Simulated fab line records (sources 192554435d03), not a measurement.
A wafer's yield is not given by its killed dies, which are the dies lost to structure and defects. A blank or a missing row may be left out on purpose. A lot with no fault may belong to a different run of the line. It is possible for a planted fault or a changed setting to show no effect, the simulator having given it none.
fab line records :: flow n5_finfet
[record]
  lots = 4
  wafers = 12
  last_day = 17
route steps=1938 shown BEOL_M7@1312 BEOL_M8@1332 PASSIVATION@1936
lots that met no fault: taken from a fault-free run of the same line
start_h: hours from the record's first day to the start of the lot's first wafer shown :: wait_h: hours elapsed since this lot's preceding step :: " as in the row above :: L1.1+2: one row covering several wafers at once :: - no value, or no start given :: * or withheld: withheld :: < > ~ a bound
route shown NAME@n: names a module that has steps shown in the file, with the first one's number in the route :: usual: average and standard deviation across the fault-free wafers :: same: alike in all rows :: chamber/n: place in a boat :: sites: readings site by site :: _std_site: standard deviation across them :: _edge_site: outer sites' mean less inner sites' :: radius_mm: for every site, how far away it sits from the centre of the wafer :: mask NAME#n: copy n :: behind: the most recent tool/chamber to have shaped the wafer :: hold: reason for holding the lot/hours on hold/outcome of the hold :: device: transistor that didn't switch, given as n, p or np :: end of line: tests run on the same wafers once the route is complete :: for a step that has no rows: nothing shown but its recipe :: killed: at the first sort, the dies lost to defects and structure; wafer yield is something else :: map: the dies of a wafer, with x for killed, . for not killed, _ for no die there
set.NAME: setting as actually run; set.NAME@STEP: the setting as run at that earlier step :: model.NAME: the simulator's own value behind a step, which no gauge read
a table for each step, a row for each wafer; lots at some steps of the route
[[steps]]
[step N5_BEOL_M7_HM_STRIP_39]
[recipe]
  chemistry = peroxide_tin_strip
  material = TiN
  target_depth_a = 250
  temp_c = 50
  time_s = 158
[step N5_BEOL_M7_SRD_40]
[recipe]
  time_s = 30
  temp_c = 23
  rinse_liquid = diw
  dry = ipa_marangoni
[step N5_BEOL_M7_PRECLEAN_42]
[recipe]
  chemistry = residue_remover
  time_s = 60
  temp_c = 40
[step N5_BEOL_M7_SRD_43]
[recipe]
  time_s = 30
  temp_c = 23
  rinse_liquid = diw
  dry = ipa_marangoni
[step N5_BEOL_M7_CURE_75]
[recipe]
  temp_c = 370
  time_s = 120
  ambient = DMADMS/He
  material = SiCOH_lowk
[step N5_BEOL_M7_DEGAS_44]
[recipe]
  ambient = vacuum
  temp_c = 250
  time_s = 60
[step N5_BEOL_M7_PRE_CLEAN_45]
[recipe]
  gas = H2/He
  time_s = 30
  temp_c = 250
[step N5_BEOL_M7_ALD_77]
[recipe]
  material = TaN
  target_thk_a = 20
  temp_c = 275
  ald_precursor_family = PDMAT
  ald_co_reactant = NH3
  pressure_torr = 3
  carrier_flow_sccm = 1500
  pulse_time_s = 2
  purge_time_s = 3
  co_reactant_purge_time_s = 2
  co_reactant_pulse_time_s = 3
  ald_cycles = 40
  precursor_vessel_temp_c = 75
  precursor_vessel_pressure_torr = 26.25
  precursor_vessel_carrier_sccm = 1000
[step N5_BEOL_M7_SURFACE_TREAT_79]
[recipe]
  gas = Ar
  time_s = *
  ion_energy_ev = *
  ion_current_ma_cm2 = 0.5
  pressure_mtorr = *
  ar_flow_sccm = 30
[step N5_BEOL_M7_CVD_78]
[recipe]
  material = Co
  target_thk_a = 20
  temp_c = withheld
  precursor = CCTBA/H2
  pressure_torr = 30
  time_s = 142.3
[step N5_BEOL_M7_SPUTTER_48]
[recipe]
  material = Cu
  target_thk_a = 100
  temp_c = -20
  bias_v = 60
  power_w = 26000
  chamber_pressure_pa = 0.13
  time_s = 1.667
[usual]
  throttle_valve_pct = 30.0/0.98
lot.wafer: L294.3
tool: pvd_sputter-02
chamber: -
start_h: 206.57
wait_h: 1.2
throttle_valve_pct: 31.8

lot.wafer: L294.5
tool: pvd_sputter-02
chamber: -
start_h: 206.57
wait_h: 1.2
throttle_valve_pct: 30.6

lot.wafer: L294.6
tool: pvd_sputter-02
chamber: -
start_h: 206.57
wait_h: 1.2
throttle_valve_pct: 31.7

lot.wafer: L310.2
tool: pvd_sputter-02
chamber: -
start_h: 299.15
wait_h: 0.2
throttle_valve_pct: 31.8

lot.wafer: L310.3
tool: pvd_sputter-02
chamber: -
start_h: 299.15
wait_h: 0.2
throttle_valve_pct: 28.8

lot.wafer: L310.4
tool: pvd_sputter-02
chamber: -
start_h: 299.15
wait_h: 0.2
throttle_valve_pct: 28.8

lot.wafer: L312.3
tool: pvd_sputter-02
chamber: -
start_h: 311.31
wait_h: 0.1
throttle_valve_pct: 31.7

lot.wafer: L312.5
tool: pvd_sputter-02
chamber: -
start_h: 311.31
wait_h: 0.1
throttle_valve_pct: 30.5

lot.wafer: L312.6
tool: pvd_sputter-02
chamber: -
start_h: 311.31
wait_h: 0.1
throttle_valve_pct: 31.5

lot.wafer: L315.1
tool: pvd_sputter-01
chamber: -
start_h: 324.50
wait_h: 0.1
throttle_valve_pct: 30.4

lot.wafer: L315.3
tool: pvd_sputter-01
chamber: -
start_h: 324.50
wait_h: 0.1
throttle_valve_pct: 29.5

lot.wafer: L315.5
tool: pvd_sputter-01
chamber: -
start_h: 324.50
wait_h: 0.1
throttle_valve_pct: 29.4
[step N5_BEOL_M7_ECD_50]
[recipe]
  material = Cu
  target_thk_a = 3000
[step N5_BEOL_M7_ANNEAL_51]
[recipe]
  temp_c = 225
  time_s = 90
  ambient = N2
[step N5_BEOL_M7_CMP_52]
[recipe]
  stop_on = SiCOH_lowk
  t_overpolish_s = 6.9
  down_force_psi = 1
  platen_rpm = 50
  clearing_platen_down_force_psi = 1.5
  clearing_platen_rpm = 50
  post_cmp_clean = cu_alkaline
  target_thk_nm = 80
  clearing_platen_pad_velocity_m_s = 0.99484
  pad_velocity_m_s = 0.99484
[step N5_BEOL_M7_PRE_CLEAN_55]
[recipe]
  gas = NH3
  time_s = 15
  temp_c = withheld
  rf_power_w = 300
[step N5_BEOL_M7_DEP_56]
[recipe]
  material = SiCN
  target_thk_a = 100
  temp_c = withheld
  precursor = 3MS/NH3
  pressure_torr = 3
  rf_w = 202
  time_s = 17.5
[step N5_BEOL_M8_ILD_DEP_00]
[recipe]
  material = SiCOH_lowk
  target_thk_a = 1797.5
  temp_c = 300
  precursor = DEMS/porogen
  pressure_torr = 5
  rf_w = 500
  time_s = 33.4
[step N5_BEOL_M8_CURE_74]
[recipe]
  temp_c = 385
  time_s = 240
  ambient = He/Ar
  material = SiCOH_lowk
[step N5_BEOL_M8_PECVD_70]
[recipe]
  material = SiO2
  target_thk_a = 200
  temp_c = 400
  precursor = TEOS/O2
  pressure_torr = 5.5
  rf_w = 450
  teos_flow_sccm = 53.8
  gas = O2
  flow_sccm = 3000
  time_s = 22.7
[step N5_BEOL_M8_HM_DEP_02]
[recipe]
  material = TiN
  target_thk_a = 200
  temp_c = 25
  chamber_pressure_pa = 0.49996
[step N5_BEOL_M8_COAT_59]
[recipe]
  resist = SOC
  temp_c = 250
  time_s = 60
  spin_rpm = 1500
  resist_thk_nm = 100
[step N5_BEOL_M8_COAT_60]
[recipe]
  resist = SiARC
  temp_c = 220
  time_s = 60
  spin_rpm = 1500
  resist_thk_nm = 35
[step N5_BEOL_M8_COAT_05]
[recipe]
  resist = CAR-ArF
  spin_rpm = 1500
  resist_thk_nm = 90
[step N5_BEOL_M8_EBR_07]
[recipe]
  solvent = PGMEA
  ebr_width_mm = 1.5
[step N5_BEOL_M8_SOFTBAKE_06]
[recipe]
  temp_c = 110
  time_s = 60
  resist = CAR-ArF
[step N5_BEOL_M8_EXPOSE_08]
[recipe]
  mask_id = M8
  na = 1.35
  source_shape = dipole
  sigma_inner = 0.817
  sigma_outer = 0.97
  polarization = te
  dose_mj = 68.25
[step N5_BEOL_M8_PEB_09]
[recipe]
  peb_temp_c = withheld
  peb_time_s = 60
  resist = CAR-ArF
[step N5_BEOL_M8_DEVELOP_10]
[recipe]
  develop_time_s = 30
  developer = TMAH
  resist = CAR-ArF
  rinse_liquid = diw
  dry = air_spin
  dev_temp_c = 23
[step N5_BEOL_M8_DESCUM_16]
[recipe]
  chemistry = O2
  time_s = 7.9
  source_power_w = 50
  bias_power_w = 20
  pressure_mtorr = 20
  rf_frequency_hz = 2.712e+07
  temp_c = 40
  resist = CAR-ArF
  o2_flow_sccm = 225
[step N5_BEOL_M8_ETCH_61]
[recipe]
  chemistry = CF4
  target = SiARC
  target_depth_a = 455
  mask_material = CAR-ArF
  time_s = 75.8
  ion_energy_ev = 80
  pressure_mtorr = 40
  source_w = 545
  bias_w = 36
  Ar_flow_sccm = 100
  cf4_flow_sccm = 100
  ends = cleared
[step N5_BEOL_M8_ETCH_62]
[recipe]
  chemistry = N2/H2
  target = SOC
  target_depth_a = 1100
  overetch_a = 220
  mask_material = SiARC
  temp_c = 40
  time_s = 165
  ion_energy_ev = 200
  pressure_mtorr = 30
  source_w = 840
  bias_w = 150
  n2_flow_sccm = 200
  h2_flow_sccm = 200
[step N5_BEOL_M8_STRIP_68]
[recipe]
  chemistry = N2/H2
  temp_c = 40
  n2_flow_sccm = 200
  h2_flow_sccm = 200
  rf_frequency_hz = 6e+07
[step N5_BEOL_M8_STRIP_67]
[recipe]
  chemistry = CF4
  resist = SiARC
  power_w = 300
  bias_power_w = 75
  pressure_mtorr = 50
  cf4_flow_sccm = 150
  rf_frequency_hz = 6e+07
[step N5_PASSIVATION_PROBE_49]
[usual]
  defect_limited_yield = 91.5/1.4
  killed_at_M0_to_M3 = 33/10
  killed_at_M4_up = 13/5
  killed_at_contacts = 13/5.6
  killed_at_front_end = 38/12
  killed_at_other = 3.9/2.7
  killed_dies = 100/16
  killed_on_rim = 13/4
  killed_open = 66/13
  killed_short = 32/7.2
  sort_bin_5_function = 5.0/0.97
  sort_bin_6_memory = 3.2/0.61
  sort_n_pass = 1080/16
  sort_yield_pct = 91.5/1.4
[same]
  gross_dies = 1180
  killed_at_back_side = 0
  sort_bin_4_leakage[%] = 0
  sort_bin_8_speed[%] = 0
lot.wafer: L310.2
tool: prober-01
chamber: -
start_h: 379.35
wait_h: 0.1
defect_limited_yield[%]: 84.9
killed_at_M0_to_M3: 34
killed_at_M4_up: 103
killed_at_contacts: 10
killed_at_front_end: 18
killed_at_other: 13
killed_dies: 178
killed_on_rim: 22
killed_open: 54
killed_short: 30
sort_bin_5_function[%]: 8.9
sort_bin_6_memory[%]: 3.3
sort_n_pass: 1002
sort_yield_pct[%]: 84.9

lot.wafer: L310.3
tool: prober-01
chamber: -
start_h: 379.40
wait_h: 0.1
defect_limited_yield[%]: 83.5
killed_at_M0_to_M3: 37
killed_at_M4_up: 113
killed_at_contacts: 13
killed_at_front_end: 27
killed_at_other: 5
killed_dies: 195
killed_on_rim: 29
killed_open: 69
killed_short: 26
sort_bin_5_function[%]: 10.0
sort_bin_6_memory[%]: 3.1
sort_n_pass: 985
sort_yield_pct[%]: 83.5

lot.wafer: L310.4
tool: prober-01
chamber: -
start_h: 379.45
wait_h: 0.2
defect_limited_yield[%]: 81.2
killed_at_M0_to_M3: 39
killed_at_M4_up: 146
killed_at_contacts: 12
killed_at_front_end: 14
killed_at_other: 11
killed_dies: 222
killed_on_rim: 26
killed_open: 59
killed_short: 29
sort_bin_5_function[%]: 10.0
sort_bin_6_memory[%]: 4.2
sort_n_pass: 958
sort_yield_pct[%]: 81.2

lot.wafer: L312.3
tool: prober-02
chamber: -
start_h: 392.48
wait_h: 0.1
defect_limited_yield[%]: 82.5
killed_at_M0_to_M3: 37
killed_at_M4_up: 115
killed_at_contacts: 10
killed_at_front_end: 42
killed_at_other: 3
killed_dies: 207
killed_on_rim: 34
killed_open: 69
killed_short: 37
sort_bin_5_function[%]: 10.2
sort_bin_6_memory[%]: 4.6
sort_n_pass: 973
sort_yield_pct[%]: 82.5

lot.wafer: L312.5
tool: prober-02
chamber: -
start_h: 392.58
wait_h: 0.2
defect_limited_yield[%]: 84.5
killed_at_M0_to_M3: 29
killed_at_M4_up: 101
killed_at_contacts: 16
killed_at_front_end: 32
killed_at_other: 5
killed_dies: 183
killed_on_rim: 35
killed_open: 64
killed_short: 33
sort_bin_5_function[%]: 8.5
sort_bin_6_memory[%]: 3.6
sort_n_pass: 997
sort_yield_pct[%]: 84.5

lot.wafer: L312.6
tool: prober-02
chamber: -
start_h: 392.63
wait_h: 0.3
defect_limited_yield[%]: 84.2
killed_at_M0_to_M3: 37
killed_at_M4_up: 96
killed_at_contacts: 17
killed_at_front_end: 33
killed_at_other: 3
killed_dies: 186
killed_on_rim: 27
killed_open: 65
killed_short: 30
sort_bin_5_function[%]: 9.4
sort_bin_6_memory[%]: 3.6
sort_n_pass: 994
sort_yield_pct[%]: 84.2
// killed by level:class
L310.2 BEOL_M7:unspecified=92 BEOL_M1:geometric_particle:open=10 FIN_SAQP:geometric_particle:open=7 MOL_CONTACT_COAG:geometric_particle:open=7 BEOL_M0_SAQP:geometric_particle:open=7 MIM_TOP_ETCH:geometric_particle:short=5 MIM_TOP_ETCH:geometric_particle:open=5 BEOL_M0:geometric_particle:open=4
L310.3 BEOL_M7:unspecified=93 BEOL_M1:geometric_particle:open=13 MOL_CONTACT_COAG:geometric_particle:open=11 FIN_SAQP:geometric_particle:open=6 BEOL_M0_SAQP:geometric_particle:open=5 BEOL_M0_SAQP:geometric_particle:short=5 BEOL_M12:coat_microbubble_printed=5 STARTING-WAFER:geometric_particle:open=4
L310.4 BEOL_M7:unspecified=130 MOL_CONTACT_COAG:geometric_particle:open=11 BEOL_M0_SAQP:geometric_particle:short=10 BEOL_M3:geometric_particle:open=8 BEOL_M1:geometric_particle:open=8 BEOL_M0_SAQP:geometric_particle:open=6 BEOL_M4:geometric_particle:open=5 BEOL_M8:geometric_particle:open=4
L312.3 BEOL_M7:unspecified=99 STI_FIN_REVEAL:geometric_particle:open=10 MOL_CONTACT_COAG:geometric_particle:open=9 BEOL_M0_SAQP:geometric_particle:open=9 BEOL_M1:geometric_particle:open=9 FIN_SAQP:geometric_particle:short=8 BEOL_M0_SAQP:geometric_particle:short=7 BEOL_M4:geometric_particle:open=7
L312.5 BEOL_M7:unspecified=86 MOL_CONTACT_COAG:geometric_particle:open=10 BEOL_M4:geometric_particle:open=10 FIN_SAQP:geometric_particle:open=9 STI_FIN_REVEAL:geometric_particle:open=8 BEOL_M1:geometric_particle:open=7 MOL_CONTACT_COAG:geometric_particle:short=6 BEOL_M0_SAQP:geometric_particle:open=6
L312.6 BEOL_M7:unspecified=91 MOL_CONTACT_COAG:geometric_particle:open=12 BEOL_M0_SAQP:geometric_particle:open=12 BEOL_M1:geometric_particle:open=11 FIN_SAQP:geometric_particle:open=10 FIN_SAQP:geometric_particle:short=9 STI_FIN_REVEAL:geometric_particle:open=5 MOL_CONTACT_COAG:geometric_particle:short=5
// map L310.4 (x killed, . not)
_________________....x..x....________________
______________....x...x........._____________
___________............xx..........__________
__________.........x................_________
________........x............x......x._______
_______.....x....x...............x.....______
______..........x......x................_____
_____........x......................x....____
____x................x..................x.___
___.xxx.....x..x......x....................__
___.xxxxx.........................x.....x..__
__xxxxxxxx..................x...x..........._
__xxxxxxxxxxxx...................xx........._
_xxxxxxxxxxxx..............x.................
_xxxxxxxxxxx...........................x.x...
_xxxxxxxxxxxxxxx.......x...x............x....
_xxxxxxxxxxxx....x..x........x...x...........
_xxxxxxxxxxx..x.....................x........
_xxxxxxxxxxxxx............x............x....x
_xxxxxxxxxxx.xx.................x...x........
_.xxxxxxxx.x..................x..............
__xx.xxx.x.x..........x........x..........x._
__xxxxx...x.............x...x..............._
___.xx.x...............x...................__
___.....x..x............x..................__
____......x.x....x.........x..............___
_____....................x.......x.......____
______.x......................x........._____
_______.......x.............x...xx.x...______
________.....x.....x.................._______
__________...xxx.............x..x..._________
___________............x...........__________
______________.......x.....x...._____________
_________________.x......x..x________________
// map L312.3 (x killed, . not)
_________________............________________
______________....x............._____________
___________........x........x..x.x.__________
__________.................xx......._________
________................x........x...._______
_______................................______
______......x.xx.x......................_____
_____x...x...............................____
____x........x.....................x...x..___
___.........x.......x.............x........__
___.......x.x......x.......................__
__.x..........x.......x..xx..........x.x...._
__.............x...................xxx.x...._
_................x...........x...............
_.x.x.......x..............x.................
_................x...........................
_.........x................x.........x.....x.
_.....x................x...........xx........
_xxx........xx....x.x.......................x
_...........................x.........x......
_.x..........x.......x.........x........x..x.
__...x.x..................x.........xx.x...._
__.................x.xx...........x........._
___.xx.x...............................x...__
___............x.........x.................__
____.............xx...xx....xx.x.......x..___
_____...x.x.x...x.xxx.................x..____
______x......xxxxxxxxxxx.xx......x......_____
_______.....xxxxxxxxxxxxx.x........x...______
________...xxxxxxxxxxxxxxx........x..._______
__________.xxxxxxxxxxxxxxx.xx.....x._________
___________xxxxxxxxxxxxxxxx.....x..__________
______________xxxxxxxxxxxx.x...x_____________
_________________xxxxxxxxxxxx________________
[[key]]
[first_sign]
  step = N5_PASSIVATION_PROBE_49
  reading = killed_at_M4_up
  direction = up
  sigmas = 20
  usual = 13
  struck = 112
[effect]
  step = N5_PASSIVATION_PROBE_49
  reading = defect_limited_yield
  direction = down
  sigmas = 5.8
  usual = 91.5
  struck = 83.5
[more_kills_born_at]
  N5_BEOL_M7_SPUTTER_48@pvd_sputter-02 = 591
met_at N5_BEOL_M7_SPUTTER_48
struck_wafers L310.2,L310.3,L310.4,L312.3,L312.5,L312.6
onset_between 206.57 299.15
[fault]
  kind = chamber_particle_source
  tool = pvd_sputter-02
  chamber = -
  onset_h = 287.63
  steps = N5_BEOL_M7_SPUTTER_48
  rate_per_visit_cm2 = 1.9821
  end_h = 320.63
